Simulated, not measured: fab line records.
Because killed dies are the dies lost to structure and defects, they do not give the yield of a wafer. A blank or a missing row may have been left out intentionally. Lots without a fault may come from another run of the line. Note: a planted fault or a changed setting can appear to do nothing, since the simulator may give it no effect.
Chamber matching | flow n5-finfet | N5_BEOL_M0_SAQP_PECVD_00 on pecvd-01: 3 sister chambers
The step deposits SiCN from 3MS/NH3, target thk 8 nm, time 14 s. 3 wafers are shown with their chamber, then 7 later ones without.

## EACH WAFER AND ITS CHAMBER
wafer  | chamber | throttle-valve-pct (%)
L575.6 | 2       | 8.5
L576.4 | 1       | 8.7
L576.6 | 0       | 9.0

## WAFERS MISSING THEIR CHAMBER
wafer  | throttle-valve-pct (%)
L581.4 | 9.1
L581.6 | 8.7
L583.2 | 9.0
L583.6 | 9.1
L585.1 | 8.9
L585.3 | 8.9
L585.4 | 8.8

## EACH ONE'S CHAMBER
wafer  | from the rows above     | in truth
L581.4 | 0                       | 0
L581.6 | 1                       | 1
L583.2 | 0                       | 0
L583.6 | 0                       | 0
L585.1 | can't be placed: 0 or 1 | 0
L585.3 | can't be placed: 0 or 1 | 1
L585.4 | can't be placed: 1 or 0 | 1
Correctly placed: 4 of 7. Not placeable from these rows: 3 (in 3, the candidates include the true chamber). Placed wrongly: 0.
How it was worked out, from the rows above alone: a wafer's distance from a chamber is the root of the sum, over the readings, of the square of ((its reading less the chamber's mean) divided by the reading's scatter). The wafer belongs to the nearest chamber; if the next one is less than 2 further off, it can't be placed. A chamber's mean is the mean of its shown wafers. The scatter: root of mean squared gap, hidden wafer to nearest shown wafer, with one shown wafer a chamber.
